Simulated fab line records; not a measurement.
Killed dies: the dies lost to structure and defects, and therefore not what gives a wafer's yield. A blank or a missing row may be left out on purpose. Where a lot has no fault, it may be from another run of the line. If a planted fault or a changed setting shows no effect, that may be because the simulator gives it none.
Tool commonality check / flow nand-harc / 11 lots and 33 wafers in the sample

REASON IT WAS OPENED
On 3 of the 11 lots, a flag is raised at NHARC_A_SGD_CUT_CD_MEAS_09 on the reading cd-nm. Fault-free wafers read 99.9 nm, with a standard deviation of 0.49.
Rule: a lot is flagged in two cases, either no wafer of it has a number, or all its wafers with numbers fall more than 4 standard deviations from that mean. All remaining lots are regarded as sound.

lot=L697; measured=day 13 18:22; on=cd-sem-01; cd-nm (nm), wafer by wafer=100.4 100.3 100.5; flag=
lot=L698; measured=day 14 04:41; on=cd-sem-02; cd-nm (nm), wafer by wafer=99.7 100.0 100.0; flag=
lot=L704; measured=day 15 20:20; on=cd-sem-02; cd-nm (nm), wafer by wafer=110.0 109.9 110.2; flag=FLAGGED
lot=L706; measured=day 16 08:28; on=cd-sem-02; cd-nm (nm), wafer by wafer=106.8 107.2 107.2; flag=FLAGGED
lot=L705; measured=day 16 09:15; on=cd-sem-02; cd-nm (nm), wafer by wafer=106.3 106.5 106.3; flag=FLAGGED
lot=L709; measured=day 17 01:24; on=cd-sem-02; cd-nm (nm), wafer by wafer=100.0 99.9 100.9; flag=
lot=L710; measured=day 17 10:10; on=cd-sem-02; cd-nm (nm), wafer by wafer=100.0 99.7 99.6; flag=
lot=L714; measured=day 18 11:49; on=cd-sem-02; cd-nm (nm), wafer by wafer=100.5 100.6 99.8; flag=
lot=L716; measured=day 19 05:20; on=cd-sem-03; cd-nm (nm), wafer by wafer=100.7 100.1 100.0; flag=
lot=L717; measured=day 19 10:19; on=cd-sem-01; cd-nm (nm), wafer by wafer=100.2 100.3 100.5; flag=
lot=L719; measured=day 19 22:04; on=cd-sem-01; cd-nm (nm), wafer by wafer=99.9 100.5 100.0; flag=
On average the flagged lots' numbers are 107.8 nm, which is +7.9 nm against the usual, or +16 standard deviations.

TOOL THAT RAN EACH LOT
3 process steps preceding the reading are held in the record, out of 1159 steps in the route. Cell contents, in order: the tool; ch with the chambers the sampled wafers went through; the start.
lot=L697; flag=; NHARC_A_STAIRCASE_CMP_152=cmp-01 ch 0,1,3, day 13 15:45; NHARC_A_STAIRCASE_STRIP_475=rie-diel-01 ch 1,2,3, day 13 18:13 or earlier; NHARC_A_SGD_CUT_EXPOSE_06=arfi-scanner-02 ch 0, day 13 18:13
lot=L698; flag=; NHARC_A_STAIRCASE_CMP_152=cmp-03 ch 0,1,2, day 14 02:08; NHARC_A_STAIRCASE_STRIP_475=rie-diel-08 ch 2,3, day 14 04:33 or earlier; NHARC_A_SGD_CUT_EXPOSE_06=arfi-scanner-03 ch 0, day 14 04:33
lot=L704; flag=FLAGGED; NHARC_A_STAIRCASE_CMP_152=cmp-01 ch 1,3, day 15 17:25; NHARC_A_STAIRCASE_STRIP_475=rie-diel-08 ch 0,1,2, day 15 20:11 or earlier; NHARC_A_SGD_CUT_EXPOSE_06=arfi-scanner-02 ch 0, day 15 20:11
lot=L706; flag=FLAGGED; NHARC_A_STAIRCASE_CMP_152=cmp-01 ch 0,1,2, day 16 06:03; NHARC_A_STAIRCASE_STRIP_475=rie-diel-01 ch 0,1,2, day 16 08:20 or earlier; NHARC_A_SGD_CUT_EXPOSE_06=arfi-scanner-02 ch 0, day 16 08:20
lot=L705; flag=FLAGGED; NHARC_A_STAIRCASE_CMP_152=cmp-01 ch 0,1,3, day 16 06:20; NHARC_A_STAIRCASE_STRIP_475=rie-diel-08 ch 0,1,3, day 16 09:07 or earlier; NHARC_A_SGD_CUT_EXPOSE_06=arfi-scanner-02 ch 0, day 16 09:07
lot=L709; flag=; NHARC_A_STAIRCASE_CMP_152=cmp-01 ch 0,1,3, day 16 22:41; NHARC_A_STAIRCASE_STRIP_475=rie-diel-01 ch 0,2,3, day 17 01:16 or earlier; NHARC_A_SGD_CUT_EXPOSE_06=arfi-scanner-01 ch 0, day 17 01:16
lot=L710; flag=; NHARC_A_STAIRCASE_CMP_152=cmp-01 ch 0,1,3, day 17 07:31; NHARC_A_STAIRCASE_STRIP_475=rie-diel-01 ch 1,2,3, day 17 10:02 or earlier; NHARC_A_SGD_CUT_EXPOSE_06=arfi-scanner-01 ch 0, day 17 10:02
lot=L714; flag=; NHARC_A_STAIRCASE_CMP_152=cmp-03 ch 1,2,3, day 18 09:15; NHARC_A_STAIRCASE_STRIP_475=rie-diel-08 ch 0,1,2, day 18 11:40 or earlier; NHARC_A_SGD_CUT_EXPOSE_06=arfi-scanner-03 ch 0, day 18 11:40
lot=L716; flag=; NHARC_A_STAIRCASE_CMP_152=cmp-01 ch 0,2,3, day 19 01:44; NHARC_A_STAIRCASE_STRIP_475=rie-diel-01 ch 1,2, day 19 03:50; NHARC_A_SGD_CUT_EXPOSE_06=arfi-scanner-01 ch 0, day 19 05:11
lot=L717; flag=; NHARC_A_STAIRCASE_CMP_152=cmp-03 ch 1,2, day 19 07:10; NHARC_A_STAIRCASE_STRIP_475=rie-diel-01 ch 1,2, day 19 08:47; NHARC_A_SGD_CUT_EXPOSE_06=arfi-scanner-03 ch 0, day 19 10:11
lot=L719; flag=; NHARC_A_STAIRCASE_CMP_152=cmp-02 ch 2,3, day 19 19:34; NHARC_A_STAIRCASE_STRIP_475=rie-diel-08 ch 1,2, day 19 21:55 or earlier; NHARC_A_SGD_CUT_EXPOSE_06=arfi-scanner-01 ch 0, day 19 21:55
What these steps do:
- NHARC_A_STAIRCASE_CMP_152: polishes.
- NHARC_A_STAIRCASE_STRIP_475: strips in O2, time 20 s.
- NHARC_A_SGD_CUT_EXPOSE_06: exposes mask SGD.
- NHARC_A_SGD_CUT_CD_MEAS_09: target cd 100 nm.

FLAGGED AGAINST TOTAL, ONE TOOL AT A TIME (gauges that did the reading follow at the end)
step=NHARC_A_STAIRCASE_CMP_152; tool=cmp-01; lots run=7; flagged=3; share of the flagged lots=all; sound lots run after its first flagged lot=3 (L709,L710,L716)
step=NHARC_A_STAIRCASE_CMP_152; tool=cmp-02; lots run=1; flagged=0; share of the flagged lots=none; sound lots run after its first flagged lot=-
step=NHARC_A_STAIRCASE_CMP_152; tool=cmp-03; lots run=3; flagged=0; share of the flagged lots=none; sound lots run after its first flagged lot=-
step=NHARC_A_STAIRCASE_STRIP_475; tool=rie-diel-01; lots run=6; flagged=1; share of the flagged lots=some; sound lots run after its first flagged lot=4 (L709,L710,L716,L717)
step=NHARC_A_STAIRCASE_STRIP_475; tool=rie-diel-08; lots run=5; flagged=2; share of the flagged lots=some; sound lots run after its first flagged lot=2 (L714,L719)
step=NHARC_A_SGD_CUT_EXPOSE_06; tool=arfi-scanner-01; lots run=4; flagged=0; share of the flagged lots=none; sound lots run after its first flagged lot=-
step=NHARC_A_SGD_CUT_EXPOSE_06; tool=arfi-scanner-02; lots run=4; flagged=3; share of the flagged lots=all; sound lots run after its first flagged lot=0
step=NHARC_A_SGD_CUT_EXPOSE_06; tool=arfi-scanner-03; lots run=3; flagged=0; share of the flagged lots=none; sound lots run after its first flagged lot=-
step=NHARC_A_SGD_CUT_CD_MEAS_09; tool=cd-sem-01; lots run=3; flagged=0; share of the flagged lots=none; sound lots run after its first flagged lot=-
step=NHARC_A_SGD_CUT_CD_MEAS_09; tool=cd-sem-02; lots run=7; flagged=3; share of the flagged lots=all; sound lots run after its first flagged lot=3 (L709,L710,L714)
step=NHARC_A_SGD_CUT_CD_MEAS_09; tool=cd-sem-03; lots run=1; flagged=0; share of the flagged lots=none; sound lots run after its first flagged lot=-
NHARC_A_STAIRCASE_STRIP_475 gives no start for some lots, so the hours and the order of its lots are those of NHARC_A_SGD_CUT_EXPOSE_06.

THE TABLE: WHAT IT ALLOWS
3 rows of the table ran every flagged lot: cmp-01 at NHARC_A_STAIRCASE_CMP_152, arfi-scanner-02 at NHARC_A_SGD_CUT_EXPOSE_06, cd-sem-02 at NHARC_A_SGD_CUT_CD_MEAS_09.
- cmp-01 at NHARC_A_STAIRCASE_CMP_152 ran 7 lots, 3 of them flagged. After the first flagged lot (L709, L710, L716), sound lots still ran on it; a lasting fault on the whole tool would not permit that.
- arfi-scanner-02 at NHARC_A_SGD_CUT_EXPOSE_06 ran 4 lots, 3 of them flagged. Last sound lot L697 at day 13 18:13, first flagged lot L704 at day 15 20:11; a fault beginning in between fits. Its own readings (exposure-dose-mJ-cm2) fall more than 4 standard deviations out on all wafers of the flagged lots.
- cd-sem-02 at NHARC_A_SGD_CUT_CD_MEAS_09 ran 7 lots, 3 of them flagged. After the first flagged lot (L709, L710, L714), sound lots still ran on it; a lasting fault on the whole tool would not permit that.
Left over: one tool, arfi-scanner-02 at NHARC_A_SGD_CUT_EXPOSE_06.

WHAT WAS PUT IN BY THE SIMULATOR
Drift in process parameters on arfi-scanner-02 at NHARC_A_SGD_CUT_EXPOSE_06, starting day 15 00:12. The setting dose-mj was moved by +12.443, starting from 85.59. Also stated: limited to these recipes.
Shown lots that were struck: L704, L706, L705. The rule given above showed the same thing.
